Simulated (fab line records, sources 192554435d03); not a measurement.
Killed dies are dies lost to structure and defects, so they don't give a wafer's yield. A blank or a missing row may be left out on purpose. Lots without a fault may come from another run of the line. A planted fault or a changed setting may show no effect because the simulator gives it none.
Which tool did it? | flow n5_finfet | 12 lots, 35 wafers sampled, at 2 steps of a route of 1938

WHAT THE GAUGES READ, wafer by wafer
N5_PASSIVATION_CD_MEAS_10: target cd 3000 nm. Usual: cd_nm 2998.8 nm, standard deviation 2.7.
lot  | measured     | on        | cd_nm (nm)           | flag
L196 | day 12 01:10 | cd_sem-03 | 3000.1 2996.5        |
L197 | day 12 04:53 | cd_sem-02 | 3003.0 3002.5 2997.7 |
L200 | day 12 18:08 | cd_sem-01 | 2998.4 3004.1 2997.5 |
L202 | day 13 21:08 | cd_sem-01 | 2995.0 2994.5 2998.3 |
L203 | day 13 18:10 | cd_sem-02 | 2993.6 2994.3 2999.0 |
L204 | day 14 01:45 | cd_sem-03 | 2993.1 2997.6 2999.6 |
L205 | day 14 21:04 | cd_sem-02 | 3004.1 3001.9 2998.6 |
L206 | day 14 21:13 | cd_sem-01 | 2996.3 2998.3 2998.9 |
L208 | day 14 18:37 | cd_sem-02 | 2999.6 2999.9 2998.4 |
L209 | day 15 12:35 | cd_sem-02 | 3003.0 3003.0 3004.8 |
L212 | day 16 05:46 | cd_sem-01 | 2999.7 3001.4 3000.0 |
L211 | day 16 18:47 | cd_sem-02 | 2998.4 2998.0 2994.8 |

WHICH TOOL RAN EACH LOT (tool, then ch and the chambers of the sampled wafers, then the start)
lot  | N5_MOL_CONTACT_COAG_ALD_133
L196 | ald_sin-04 ch 0,3, day 5 13:47
L197 | ald_sin-03 ch 1,2,3, day 5 16:04
L200 | ald_sin-03 ch 0,2,3, day 6 04:20
L202 | ald_sin-03 ch 1,2,3, day 6 16:57
L203 | ald_sin-04 ch 1,2,3, day 6 22:41
L204 | ald_sin-04 ch 1,3, day 7 02:28
L205 | ald_sin-03 ch 0,1, day 7 12:10
L206 | ald_sin-04 ch 0,1,2, day 7 17:11
L208 | ald_sin-04 ch 2,3, day 8 03:46
L209 | ald_sin-04 ch 1,2, day 8 09:22
L212 | ald_sin-04 ch 0,1,2, day 9 03:44
L211 | ald_sin-04 ch 2,3, day 9 03:53
- N5_MOL_CONTACT_COAG_ALD_133: deposits SiO2, target thk 5 nm, pulse time 1 s, co reactant pulse time 1 s.

WHAT THE TOOLS THEMSELVES READ (means of the sampled wafers that have a number; where no wafer has one, the mark that the record gives instead)
N5_MOL_CONTACT_COAG_ALD_133. Usual: heater_power_w 79 W, standard deviation 6.9; precursor_pulse_height_rel 1.000, standard deviation 0.02.
lot  | tool       | heater_power_w (W) | precursor_pulse_height_rel | flag
L196 | ald_sin-04 | 78                 | 0.978                      |
L197 | ald_sin-03 | 74                 | 1.005                      |
L200 | ald_sin-03 | 82                 | 0.987                      |
L202 | ald_sin-03 | 73                 | 1.007                      |
L203 | ald_sin-04 | 81                 | 1.000                      |
L204 | ald_sin-04 | 82                 | 1.007                      |
L205 | ald_sin-03 | 80                 | 1.000                      |
L206 | ald_sin-04 | 76                 | 1.007                      |
L208 | ald_sin-04 | 81                 | 1.007                      |
L209 | ald_sin-04 | 79                 | 0.991                      |
L212 | ald_sin-04 | 76                 | 0.996                      |
L211 | ald_sin-04 | 84                 | 1.020                      |

THE ANSWER, worked out from the rows above alone
Rule: a lot is off if the mean of its wafers that have a number lies more than 3 standard deviations from the usual mean. A lot without any number at a reading at which 4 lots or more have one is off too. The other lots that the step has rows for count as sound. The gauges are gone through in route order, then the tools' own readings, and for those a lot's mean is taken as printed above. The first step at which some lot is off is used, and at that step the reading that is off furthest; a lot without a number counts as furthest.
No lot is off at any reading shown: from this, nothing can be told.

WHAT THE SIMULATOR HAD PUT IN
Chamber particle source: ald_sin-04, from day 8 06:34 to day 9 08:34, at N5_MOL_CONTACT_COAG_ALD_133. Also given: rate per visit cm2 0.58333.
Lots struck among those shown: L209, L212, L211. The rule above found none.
